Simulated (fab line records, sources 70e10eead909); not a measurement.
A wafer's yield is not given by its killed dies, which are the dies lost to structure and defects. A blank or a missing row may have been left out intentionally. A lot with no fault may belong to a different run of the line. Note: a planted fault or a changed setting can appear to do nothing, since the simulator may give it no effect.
Matching of chambers | flow nand-harc | NHARC_A_M1_CMP_23 on cmp-03 has 4 sister chambers
The step polishes, t overpolish 20 s, target thk 154.34 nm. 4 wafers are shown with their chamber, then 8 later ones without.

EACH WAFER AND ITS CHAMBER
wafer  | chamber | motor-current-A (A)
L109.1 | 3       | 12.3
L109.2 | 0       | 13.0
L109.3 | 2       | 11.6
L111.2 | 1       | 11.9

WAFERS WITHOUT THEIR CHAMBER
wafer  | motor-current-A (A)
L111.5 | 12.7
L111.6 | 12.4
L114.2 | 12.1
L114.3 | 11.8
L114.6 | 11.5
L117.1 | 11.7
L117.2 | 13.1
L117.4 | 12.3

WHICH CHAMBER EACH ONE RAN IN
wafer  | from the rows above     | in truth
L111.5 | can't be placed: 0 or 3 | 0
L111.6 | 3                       | 3
L114.2 | can't be placed: 1 or 3 | 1
L114.3 | can't be placed: 1 or 2 | 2
L114.6 | 2                       | 2
L117.1 | can't be placed: 2 or 1 | 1
L117.2 | 0                       | 0
L117.4 | 3                       | 3
Correct placement for 4 of the 8. Unplaceable from these rows: 4, with the true chamber sitting among the candidates in 4. Placed wrongly: 0.
How it was worked out, from the rows above alone: a wafer's distance from a chamber is the root of the sum, over the readings, of the square of ((its reading less the chamber's mean) divided by the reading's scatter). If the next closest chamber is less than 2 further off than the closest, the wafer can't be placed; otherwise it belongs to the closest. Each chamber's mean is taken over the wafers shown for it. The scatter: with one shown wafer a chamber, the root of the mean of the squares of how far each hidden wafer lies from its nearest shown one.
